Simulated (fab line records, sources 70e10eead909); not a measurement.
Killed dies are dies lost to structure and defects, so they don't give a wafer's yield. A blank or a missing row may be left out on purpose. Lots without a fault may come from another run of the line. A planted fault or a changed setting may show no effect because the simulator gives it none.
Chamber matching | flow nand_harc | NHARC_A_BONDPAD_DESCUM_11 on rie_diel-09: 4 sister chambers
The step chemistry O2, time 3 s. 7 wafers are shown with their chamber, then 8 later ones without.

WAFERS WITH THEIR CHAMBER
wafer  | chamber | drypump_motor_current_A (A) | oes_product_au (a.u.)
L622.5 | 2       | 5.1                         | 0.998
L624.4 | 0       | 6.1                         | 1.000
L624.6 | 1       | 6.3                         | 0.993
L625.2 | 1       | 6.2                         | 0.996
L625.3 | 3       | 6.1                         | 0.991
L625.6 | 0       | 6.1                         | 0.997
L626.1 | 3       | 6.1                         | 0.989

WAFERS WITHOUT THEIR CHAMBER
wafer  | drypump_motor_current_A (A) | oes_product_au (a.u.)
L626.3 | 6.3                         | 1.000
L626.6 | 6.1                         | 0.985
L629.2 | 6.3                         | 0.989
L629.4 | 6.1                         | 0.989
L629.5 | 6.1                         | 1.000
L633.1 | 6.2                         | 0.986
L633.2 | 6.1                         | 1.010
L633.5 | 6.1                         | 1.010

WHICH CHAMBER EACH WENT THROUGH
wafer  | from the rows above     | in truth
L626.3 | can't be placed: 1 or 0 | 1
L626.6 | 3                       | 3
L629.2 | can't be placed: 1 or 3 | 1
L629.4 | 3                       | 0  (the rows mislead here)
L629.5 | 0                       | 0
L633.1 | can't be placed: 3 or 1 | 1
L633.2 | 0                       | 0
L633.5 | 0                       | 0
Placed correctly: 4 of 8. Can't be placed from these rows: 3 (the true chamber is among the candidates in 3). Placed wrongly: 1.
How it was worked out, from the rows above alone: a wafer's distance from a chamber is the root of the sum, over the readings, of the square of ((its reading less the chamber's mean) divided by the reading's scatter). The wafer belongs to the nearest chamber; if the next one is less than 2 further off, it can't be placed. A chamber's mean is the mean of its shown wafers. The scatter: the root of (the sum of the squares of (reading less its chamber's mean) over the shown wafers, divided by (wafers less chambers)).
